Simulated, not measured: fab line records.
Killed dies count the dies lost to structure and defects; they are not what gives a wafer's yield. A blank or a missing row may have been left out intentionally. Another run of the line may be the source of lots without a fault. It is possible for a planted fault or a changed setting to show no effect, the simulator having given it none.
Comparing a struck lot with a sound one | flow nand harc | 16 steps out of a route of 1302
Sound: wafers L935.2, L935.4, L935.5. Struck: wafers L940.2, L940.4, L940.6. The cause is given at the end.
Per side, at each step with rows, come the tool, then ch with its chambers, and then its first start. Under that, the readings that differ: sound wafers | struck wafers | difference of the means | sigmas: that difference in standard deviations of wafers without a fault.
alike: same words and numbers on both sides, and readings whose means sit less than 2 such deviations apart. not compared: any withheld reading, any reading some wafer has no value for, any bound like >300 that may hide the same value, and any number with overlapping values for which the record gives no deviation.
Wherever a step has rows on one side only, a row that says differs or no value, or a row with sigmas, the two part there. When numbers do not overlap yet have no deviation, they are printed without sigmas and do not part them. A reading that every wafer of one side lacks parts them only if that side has two wafers or more.

NHARC_A_ONON_D2_THK_MEAS_11: measures by ellipsometry.
  sound on film metro-02, day 13 06:14; struck on film metro-02, day 14 19:20
  alike: thk nm
following that, 1 step holds no rows for these wafers, namely NHARC_A_ONON_D2_DEP_12 (target thickness 1000 nm).
NHARC_A_ONON_D2_THK_MEAS_14: measures by ellipsometry.
  sound on film metro-02, day 13 06:48; struck on film metro-02, day 14 19:54
  alike: thk nm
then, 2 steps without rows for these wafers: NHARC_A_ONON_D2_ANNEAL_15 (time 3600 s); NHARC_A_ONON_D2_DEP_16 (target thk 1000 nm).
NHARC_A_ONON_D2_THK_MEAS_18: measures by ellipsometry.
  sound on film metro-01, day 13 15:08; struck on film metro-01, day 15 05:07
  alike: thk nm
following that, 1 step holds no rows for these wafers, namely NHARC_A_ONON_D2_DEP_19 (target thickness 1000 nm).
NHARC_A_ONON_D2_THK_MEAS_21: measures by ellipsometry.
  sound on film metro-01, day 13 15:42; struck on film metro-01, day 15 05:41
  alike: thk nm
following that, 1 step holds no rows for these wafers, namely NHARC_A_ONON_D2_DEP_22 (target thickness 1000 nm).
NHARC_A_ONON_D2_THK_MEAS_24: measures by ellipsometry.
  sound on film metro-02, day 13 16:16; struck on film metro-01, day 15 06:16
  alike: thk nm
following that, 1 step holds no rows for these wafers, namely NHARC_A_ONON_D2_DEP_25 (target thickness 1000 nm).
NHARC_A_ONON_D2_THK_MEAS_27: measures by ellipsometry.
  sound on film metro-02, day 13 16:50; struck on film metro-01, day 15 06:50
  alike: thk nm
NHARC_A_ONON_D2_DEP_28: target thk 1000 nm.
  sound on pecvd onon-03 ch 0, day 13 16:56; struck on pecvd onon-01 ch 0, day 15 06:57
  alike: n2 flow sccm, nh3 flow sccm, sih4 flow sccm
NHARC_A_ONON_D2_THK_MEAS_30: measures by ellipsometry.
  sound on film metro-01, day 13 17:24; struck on film metro-02, day 15 07:24
  reading     | sound       | struck      | difference | sigmas
  thk nm (nm) | 991 991 991 | 799 799 798 | -192       | -20
NHARC_A_ONON_D2_DEP_33: deposits SiO2, target thk 200 nm.
  sound on pecvd-04 ch 1,2, day 13 17:32; struck on pecvd-04 ch 1,2, day 15 07:33
  alike: heater power outer w, heater power w, throttle valve pct
-- break in the record here, with 11 days between the starts of the struck wafers on either side (left off in module A_ONON_D2, picked up again in module END, where the first step shown is number 1302 on the route) --
NHARC_END_SORT_01:
  here the record holds rows for the struck wafers (prober-01 ch 0, day 26 14:22) but none for the sound ones

== WHERE THEY PART ==
At NHARC_A_ONON_D2_THK_MEAS_30 first; at NHARC_END_SORT_01 last (within this record only).

WHY: what had been put in by the simulator
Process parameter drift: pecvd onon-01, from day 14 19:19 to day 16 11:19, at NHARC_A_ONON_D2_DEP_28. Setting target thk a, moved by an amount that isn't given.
